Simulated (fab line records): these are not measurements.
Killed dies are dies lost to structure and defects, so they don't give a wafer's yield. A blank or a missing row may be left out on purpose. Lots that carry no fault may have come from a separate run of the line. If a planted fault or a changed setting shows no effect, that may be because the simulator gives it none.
Chamber matching ; flow nandHarc ; NHARC_P_GATE_DESCUM_61 on rieDiel-07 has 4 sister chambers
The step chemistry O2, time 3 s. 4 wafers are shown with their chamber, then 6 later ones without.

## EACH WAFER AND ITS CHAMBER
wafer;chamber;drypumpMotorCurrentA (A)
L079.5;1;4.9
L087.1;3;6.6
L090.3;0;6.3
L090.6;2;6.2

## WAFERS WITHOUT THEIR CHAMBER
wafer;drypumpMotorCurrentA (A)
L094.1;6.2
L094.3;6.6
L094.4;6.4
L097.1;4.9
L097.2;6.3
L097.5;4.9

## THE CHAMBER EACH PASSED THROUGH
wafer;from the rows above;in truth
L094.1;2;2
L094.3;3;3
L094.4;0;0
L097.1;1;1
L097.2;0;0
L097.5;1;1
Correct placement for 6 of the 6. From these rows, 0 cannot be placed. Wrongly placed: 0.
How it was worked out, from the rows above alone: a wafer's distance from a chamber is the root of the sum, over the readings, of the square of ((its reading less the chamber's mean) divided by the reading's scatter). The wafer belongs to the nearest chamber; if the next one is less than 2 further off, it can't be placed. A chamber's mean is the mean of its shown wafers. The scatter (one wafer shown for each chamber): square how far every hidden wafer sits from the nearest shown wafer, average those squares and take the square root.
